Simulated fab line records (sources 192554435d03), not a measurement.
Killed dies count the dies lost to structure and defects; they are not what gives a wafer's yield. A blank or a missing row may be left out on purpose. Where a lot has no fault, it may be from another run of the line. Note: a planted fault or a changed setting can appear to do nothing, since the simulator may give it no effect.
Which tool did it? :: flow n5 finfet :: 22 lots, 66 wafers sampled, at 2 steps of a route of 1938

WHAT THE GAUGES READ, wafer by wafer
N5_GATE_CUT_THK_MEAS_24. Usual: GC_FILL_THK 219.7 nm, standard deviation 1.9.
lot: L075
measured: day 4 22:36
on: film metro-01
GC_FILL_THK (nm): 219.7 220.5 223.3
flag: 

lot: L076
measured: day 5 03:37
on: film metro-01
GC_FILL_THK (nm): 219.4 220.4 220.5
flag: 

lot: L078
measured: day 5 14:34
on: film metro-02
GC_FILL_THK (nm): 217.1 218.1 219.6
flag: 

lot: L077
measured: day 5 14:41
on: film metro-01
GC_FILL_THK (nm): 219.7 219.3 221.9
flag: 

lot: L079
measured: day 5 21:07
on: film metro-01
GC_FILL_THK (nm): 219.2 217.8 218.2
flag: 

lot: L080
measured: day 6 03:17
on: film metro-02
GC_FILL_THK (nm): 218.7 219.1 220.3
flag: 

lot: L081
measured: day 6 10:09
on: film metro-01
GC_FILL_THK (nm): 216.1 220.3 217.6
flag: 

lot: L082
measured: day 6 17:35
on: film metro-02
GC_FILL_THK (nm): 221.9 220.5 223.2
flag: 

lot: L083
measured: day 6 20:44
on: film metro-02
GC_FILL_THK (nm): 220.9 220.2 220.1
flag: 

lot: L084
measured: day 7 00:53
on: film metro-02
GC_FILL_THK (nm): 218.9 217.0 222.1
flag: 

lot: L085
measured: day 7 09:46
on: film metro-02
GC_FILL_THK (nm): 219.1 219.8 221.5
flag: 

lot: L086
measured: day 7 17:01
on: film metro-01
GC_FILL_THK (nm): 218.5 218.9 220.1
flag: 

lot: L087
measured: day 7 20:53
on: film metro-01
GC_FILL_THK (nm): 217.9 220.3 220.6
flag: 

lot: L088
measured: day 8 04:00
on: film metro-02
GC_FILL_THK (nm): 218.7 222.3 219.7
flag: 

lot: L089
measured: day 8 06:05
on: film metro-02
GC_FILL_THK (nm): 219.9 216.7 220.3
flag: 

lot: L090
measured: day 8 16:11
on: film metro-02
GC_FILL_THK (nm): 219.7 220.5 224.4
flag: 

lot: L092
measured: day 9 03:02
on: film metro-02
GC_FILL_THK (nm): 218.4 218.8 220.7
flag: 

lot: L093
measured: day 9 11:31
on: film metro-01
GC_FILL_THK (nm): 218.0 218.5 220.2
flag: 

lot: L094
measured: day 9 12:02
on: film metro-02
GC_FILL_THK (nm): 218.7 219.9 223.3
flag: 

lot: L095
measured: day 9 18:28
on: film metro-01
GC_FILL_THK (nm): 217.2 216.7 218.8
flag: 

lot: L096
measured: day 10 00:19
on: film metro-02
GC_FILL_THK (nm): 217.6 220.8 223.1
flag: 

lot: L097
measured: day 10 11:54
on: film metro-02
GC_FILL_THK (nm): 216.4 219.8 219.7
flag: 

EACH LOT AND THE TOOL THAT RAN IT (in order: tool; ch and the chambers of the sampled wafers; start)
lot: L075
N5_GATE_CUT_STRIP_42: rie diel-04 ch 2,3, day 4 20:13

lot: L076
N5_GATE_CUT_STRIP_42: rie diel-03 ch 0,2,3, day 5 01:14

lot: L078
N5_GATE_CUT_STRIP_42: rie diel-03 ch 0,1,3, day 5 11:08

lot: L077
N5_GATE_CUT_STRIP_42: rie diel-01 ch 0,1,2, day 5 12:16

lot: L079
N5_GATE_CUT_STRIP_42: rie diel-03 ch 0,1,3, day 5 18:44

lot: L080
N5_GATE_CUT_STRIP_42: rie diel-03 ch 1,2, day 6 00:55

lot: L081
N5_GATE_CUT_STRIP_42: rie diel-01 ch 0,2,3, day 6 07:46

lot: L082
N5_GATE_CUT_STRIP_42: rie diel-03 ch 0,3, day 6 15:09

lot: L083
N5_GATE_CUT_STRIP_42: rie diel-04 ch 0,1,2, day 6 18:22

lot: L084
N5_GATE_CUT_STRIP_42: rie diel-03 ch 0,1,2, day 6 22:31

lot: L085
N5_GATE_CUT_STRIP_42: rie diel-03 ch 0,1,2, day 7 07:11

lot: L086
N5_GATE_CUT_STRIP_42: rie diel-01 ch 0,1,2, day 7 14:38

lot: L087
N5_GATE_CUT_STRIP_42: rie diel-04 ch 0,1,2, day 7 18:31

lot: L088
N5_GATE_CUT_STRIP_42: rie diel-03 ch 0,2,3, day 8 01:37

lot: L089
N5_GATE_CUT_STRIP_42: rie diel-01 ch 2,3, day 8 03:43

lot: L090
N5_GATE_CUT_STRIP_42: rie diel-01 ch 2, day 8 13:37

lot: L092
N5_GATE_CUT_STRIP_42: rie diel-04 ch 1,3, day 9 00:40

lot: L093
N5_GATE_CUT_STRIP_42: rie diel-01 ch 0,2, day 9 09:08

lot: L094
N5_GATE_CUT_STRIP_42: rie diel-03 ch 2,3, day 9 09:14

lot: L095
N5_GATE_CUT_STRIP_42: rie diel-03 ch 1,2,3, day 9 16:05

lot: L096
N5_GATE_CUT_STRIP_42: rie diel-01 ch 0,1,3, day 9 21:56

lot: L097
N5_GATE_CUT_STRIP_42: rie diel-03 ch 0,1,2, day 10 09:31
- N5_GATE_CUT_STRIP_42: strips in O2.

WHAT THE TOOLS THEMSELVES READ (means of the sampled wafers that have a number; where no wafer has one, the mark that the record gives instead)
N5_GATE_CUT_STRIP_42. Usual: drypump motor current A 5.8 A, standard deviation 0.57; oes product au 0.77 a.u., standard deviation 0.059; rf vpp V 3.6 V, standard deviation 0.49; showerhead plenum p Torr 2.11 Torr, standard deviation 0.071; throttle valve pct 16.80 %, standard deviation 0.2.
lot: L075
tool: rie diel-04
drypump motor current A (A): 5.5
oes product au (a.u.): 0.73
rf vpp V (V): 4.0
showerhead plenum p Torr (Torr): 2.07
throttle valve pct (%): 16.79
flag: 

lot: L076
tool: rie diel-03
drypump motor current A (A): 5.4
oes product au (a.u.): 0.80
rf vpp V (V): 3.2
showerhead plenum p Torr (Torr): 2.12
throttle valve pct (%): 16.85
flag: 

lot: L078
tool: rie diel-03
drypump motor current A (A): 5.8
oes product au (a.u.): 0.79
rf vpp V (V): 2.8
showerhead plenum p Torr (Torr): 2.12
throttle valve pct (%): 16.82
flag: 

lot: L077
tool: rie diel-01
drypump motor current A (A): 6.0
oes product au (a.u.): 0.73
rf vpp V (V): 4.0
showerhead plenum p Torr (Torr): 2.08
throttle valve pct (%): 16.70
flag: 

lot: L079
tool: rie diel-03
drypump motor current A (A): 5.8
oes product au (a.u.): 0.79
rf vpp V (V): 3.4
showerhead plenum p Torr (Torr): 2.12
throttle valve pct (%): 16.83
flag: 

lot: L080
tool: rie diel-03
drypump motor current A (A): 5.2
oes product au (a.u.): 0.77
rf vpp V (V): 3.9
showerhead plenum p Torr (Torr): 2.20
throttle valve pct (%): 17.01
flag: 

lot: L081
tool: rie diel-01
drypump motor current A (A): 6.0
oes product au (a.u.): 0.74
rf vpp V (V): 3.6
showerhead plenum p Torr (Torr): 2.14
throttle valve pct (%): 16.61
flag: 

lot: L082
tool: rie diel-03
drypump motor current A (A): 5.5
oes product au (a.u.): 0.78
rf vpp V (V): 3.4
showerhead plenum p Torr (Torr): 2.09
throttle valve pct (%): 16.85
flag: 

lot: L083
tool: rie diel-04
drypump motor current A (A): 5.8
oes product au (a.u.): 0.74
rf vpp V (V): 3.4
showerhead plenum p Torr (Torr): 2.08
throttle valve pct (%): 16.77
flag: 

lot: L084
tool: rie diel-03
drypump motor current A (A): 5.3
oes product au (a.u.): 0.76
rf vpp V (V): 3.8
showerhead plenum p Torr (Torr): 2.17
throttle valve pct (%): 17.00
flag: 

lot: L085
tool: rie diel-03
drypump motor current A (A): 5.3
oes product au (a.u.): 0.75
rf vpp V (V): 3.5
showerhead plenum p Torr (Torr): 2.17
throttle valve pct (%): 17.01
flag: 

lot: L086
tool: rie diel-01
drypump motor current A (A): 6.0
oes product au (a.u.): 0.72
rf vpp V (V): 3.4
showerhead plenum p Torr (Torr): 2.07
throttle valve pct (%): 16.73
flag: 

lot: L087
tool: rie diel-04
drypump motor current A (A): 5.7
oes product au (a.u.): 0.73
rf vpp V (V): 3.5
showerhead plenum p Torr (Torr): 2.08
throttle valve pct (%): 16.79
flag: 

lot: L088
tool: rie diel-03
drypump motor current A (A): 5.3
oes product au (a.u.): 0.79
rf vpp V (V): 3.3
showerhead plenum p Torr (Torr): 2.11
throttle valve pct (%): 16.89
flag: 

lot: L089
tool: rie diel-01
drypump motor current A (A): 6.0
oes product au (a.u.): 0.75
rf vpp V (V): 3.7
showerhead plenum p Torr (Torr): 2.18
throttle valve pct (%): 16.59
flag: 

lot: L090
tool: rie diel-01
drypump motor current A (A): 5.7
oes product au (a.u.): 0.76
rf vpp V (V): 3.1
showerhead plenum p Torr (Torr): 2.16
throttle valve pct (%): 16.76
flag: 

lot: L092
tool: rie diel-04
drypump motor current A (A): 6.0
oes product au (a.u.): 0.77
rf vpp V (V): 3.9
showerhead plenum p Torr (Torr): 2.03
throttle valve pct (%): 16.89
flag: 

lot: L093
tool: rie diel-01
drypump motor current A (A): 5.8
oes product au (a.u.): 0.82
rf vpp V (V): 3.7
showerhead plenum p Torr (Torr): 2.13
throttle valve pct (%): 16.59
flag: 

lot: L094
tool: rie diel-03
drypump motor current A (A): 5.8
oes product au (a.u.): 0.82
rf vpp V (V): 3.5
showerhead plenum p Torr (Torr): 2.10
throttle valve pct (%): 16.76
flag: 

lot: L095
tool: rie diel-03
drypump motor current A (A): 5.7
oes product au (a.u.): 0.78
rf vpp V (V): 3.5
showerhead plenum p Torr (Torr): 2.14
throttle valve pct (%): 16.89
flag: 

lot: L096
tool: rie diel-01
drypump motor current A (A): 6.2
oes product au (a.u.): 0.79
rf vpp V (V): 3.9
showerhead plenum p Torr (Torr): 2.07
throttle valve pct (%): 16.53
flag: 

lot: L097
tool: rie diel-03
drypump motor current A (A): 5.3
oes product au (a.u.): 0.74
rf vpp V (V): 3.8
showerhead plenum p Torr (Torr): 2.16
throttle valve pct (%): 17.03
flag: 

THE ANSWER, worked out from the rows above alone
Rule: lot off if the mean of its wafers having a number is beyond 3 standard deviations from the usual mean. Also off: a lot with no number at a reading for which 4 or more lots have one. All remaining lots with rows at the step are treated as sound. Order of review: gauges by route order, followed by the tools' own readings, for which a lot's mean as printed above is used. The first step at which some lot is off is used, and at that step the reading that is off furthest; a lot without a number counts as furthest.
None of the lots is off at any reading shown; this tells nothing.

WHAT THE SIMULATOR HAD PUT IN
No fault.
